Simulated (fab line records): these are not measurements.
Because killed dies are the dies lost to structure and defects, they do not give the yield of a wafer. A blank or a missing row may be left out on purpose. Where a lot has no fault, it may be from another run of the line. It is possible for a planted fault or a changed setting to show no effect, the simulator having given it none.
Lot-split experiment ; flow n5-finfet ; 21 wafers read from 7 lots, route of 1938 steps

== THE SPLIT ==
At N5_PASSIVATION_ETCH_15 (etches SiCN in CF4/N2, target depth 75 nm, time 81.2 s), the setting bias-w was moved away from the recipe's 70 W on 12 of the 21 wafers read, by -17.7% to +13.8%. The other wafers ran this setting at the recipe's value.

Reading taken at the split's own step.

== THE READING ==
rf-vpp-V, in V, at N5_PASSIVATION_ETCH_15 (etches SiCN in CF4/N2, target depth 75 nm, time 81.2 s). Fault-free wafers of this fab line usually give 382.6 V, standard deviation 2.4 V.

wafer;tool, chamber at the split;bias-w as run, W;against the recipe;rf-vpp-V, V;against lot-mates on the recipe
L074.2;rie-diel-01, 3;65.98;-5.7%;368.6;-15.3
L074.3;rie-diel-01, 1;70;recipe;383.9;-
L074.5;rie-diel-01, 3;65.98;-5.7%;367.2;-16.7
L076.1;rie-diel-01, 0;75.58;+8.0%;402.1;+17.9
L076.4;rie-diel-01, 2;75.58;+8.0%;405.1;+20.9
L076.6;rie-diel-01, 0;70;recipe;384.2;-
L077.1;rie-diel-03, 0;70;recipe;381.4;-
L077.3;rie-diel-03, 1;57.63;-17.7%;336.9;-44.5
L077.5;rie-diel-03, 1;57.63;-17.7%;336.1;-45.3
L082.2;rie-diel-03, 2;70;recipe;384.5;-
L082.3;rie-diel-03, 0;79.64;+13.8%;413.9;+29.4
L082.6;rie-diel-03, 3;79.64;+13.8%;417.9;+33.4
L091.1;rie-diel-02, 0;70;recipe;382.2;-
L091.2;rie-diel-02, 3;70;recipe;385.6;-
L091.6;rie-diel-02, 2;70;recipe;378.9;-
L086.1;rie-diel-01, 0;64.27;-8.2%;364.6;-19.5
L086.2;rie-diel-01, 1;64.27;-8.2%;364.6;-19.5
L086.5;rie-diel-01, 0;70;recipe;384.1;-
L097.1;rie-diel-02, 2;75.77;+8.2%;398.1;+11.6
L097.4;rie-diel-02, 1;70;recipe;386.5;-
L097.5;rie-diel-02, 2;75.77;+8.2%;394.9;+8.4

THE FIT
A straight line over all 21 wafers: rf-vpp-V changes by +2.44 V for each +1% of bias-w; r = +0.99; the points scatter about the line by 3 V.
The same after taking each lot's own level away (the mean of its wafers on the recipe; 21 wafers): +2.33 V for each +1%; r = +0.99; scatter 3.3 V.
That fit puts the effect of the largest move of bias-w on the reading at 41 V.
Across the lots, their own levels run from 381.40 to 386.50 V, a range of 2.1 times the standard deviation given above.
Hence the lot-to-lot level has little effect on the slope; both slopes agree.
Check: for one of the wafers moved furthest among these (-17.7%), held out of the fit, the line's prediction against its lot-mates is -42.2 V. Against them it came out at -44.5 V.
Tool readings at the split's step, against how far the setting was moved: rf-vpp-V r = +0.99.

== FURTHER SPLITS ON THESE WAFERS ==
Other splits were also applied to these wafers ahead of the reading. Each is held against what the fit with the lots' levels taken away leaves over:
other split on the same wafers;wafers away from the commonest value;r with rf-vpp-V (lot level and that fit taken away)
N5_BEOL_M14_ETCH_59 h2-flow-sccm;9;+0.03
N5_BEOL_M14_SPUTTER_44 time-s;7;-0.02
N5_BEOL_M15_CMP_49 down-force-psi;8;+0.15
N5_MIM_BOT_SPUTTER_00 time-s;3;-0.29

== FILE'S OWN FIT ==
rf-vpp-V changes by +2.34 V for each +1% of bias-w, r = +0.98.
